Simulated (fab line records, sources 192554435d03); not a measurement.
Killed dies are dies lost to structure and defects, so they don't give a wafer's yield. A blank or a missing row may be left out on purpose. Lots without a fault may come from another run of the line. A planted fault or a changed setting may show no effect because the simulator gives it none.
Chamber matching | flow n5_finfet | N5_GATE_CUT_PECVD_57 on pecvd-04: 3 sister chambers
The step deposits SiNx from SiH4/NH3/N2, target thk 21 nm. 20 wafers are shown with their chamber, then 10 later ones without.

WAFERS WITH THEIR CHAMBER
wafer  | chamber | throttle_valve_pct (%) | rf_fwd_power_W (W) | showerhead_plenum_p_Torr (Torr)
L077.2 | 2       | 36.5                   | 296.8              | 5.11
L077.3 | 0       | 40.3                   | 298.8              | 5.11
L077.6 | 0       | 40.2                   | 299.0              | 5.11
L080.1 | 0       | 40.3                   | 298.0              | 5.11
L080.5 | 0       | 40.1                   | 298.2              | 5.11
L080.6 | 1       | 39.8                   | 295.5              | 5.10
L085.1 | 2       | 36.8                   | 298.6              | 5.12
L085.4 | 1       | 39.3                   | 295.3              | 5.09
L085.5 | 2       | 37.0                   | 296.7              | 5.12
L087.1 | 2       | 37.1                   | 297.2              | 5.10
L087.2 | 0       | 40.7                   | 299.4              | 5.11
L087.3 | 1       | 39.9                   | 297.1              | 5.10
L088.3 | 1       | 39.7                   | 295.3              | 5.10
L088.4 | 0       | 40.7                   | 299.3              | 5.12
L088.5 | 2       | 36.8                   | 297.3              | 5.13
L090.1 | 2       | 36.9                   | 297.1              | 5.11
L090.4 | 2       | 37.0                   | 297.4              | 5.12
L090.5 | 1       | 39.7                   | 296.3              | 5.10
L092.2 | 1       | 39.8                   | 296.5              | 5.09
L092.5 | 1       | 39.8                   | 296.4              | 5.10

SIGNATURES (means of the wafers above)
reading                  | chamber 0 | chamber 1 | chamber 2 | scatter within a chamber
throttle_valve_pct       | 40.383    | 39.714    | 36.871    | 0.216
rf_fwd_power_W           | 298.783   | 296.057   | 297.300   | 0.638
showerhead_plenum_p_Torr | 5.1117    | 5.0971    | 5.1157    | 0.00685
Rule: a wafer's distance from a chamber is the root of the sum, over the readings, of the square of ((its reading less the chamber's mean) divided by the reading's scatter). The wafer belongs to the nearest chamber; if the next one is less than 2 further off, it can't be placed. The scatter: the root of (the sum of the squares of (reading less its chamber's mean) over the shown wafers, divided by (wafers less chambers)).

WAFERS WITHOUT THEIR CHAMBER
wafer  | throttle_valve_pct (%) | rf_fwd_power_W (W) | showerhead_plenum_p_Torr (Torr)
L092.6 | 40.5                   | 298.5              | 5.11
L093.1 | 39.6                   | 295.9              | 5.12
L093.3 | 40.7                   | 297.7              | 5.11
L093.4 | 40.7                   | 298.6              | 5.11
L094.1 | 37.0                   | 298.9              | 5.12
L094.4 | 41.0                   | 297.7              | 5.12
L094.6 | 37.0                   | 298.0              | 5.11
L097.3 | 40.7                   | 297.4              | 5.12
L097.4 | 40.9                   | 297.2              | 5.11
L097.6 | 37.1                   | 297.7              | 5.12

WHICH CHAMBER EACH WENT THROUGH
wafer  | from the rows above | in truth
L092.6 | 0                   | 0
L093.1 | 1                   | 1
L093.3 | 0                   | 0
L093.4 | 0                   | 0
L094.1 | 2                   | 2
L094.4 | 0                   | 0
L094.6 | 2                   | 2
L097.3 | 0                   | 0
L097.4 | 0                   | 0
L097.6 | 2                   | 2
Placed correctly: 10 of 10. Can't be placed from these rows: 0. Placed wrongly: 0.
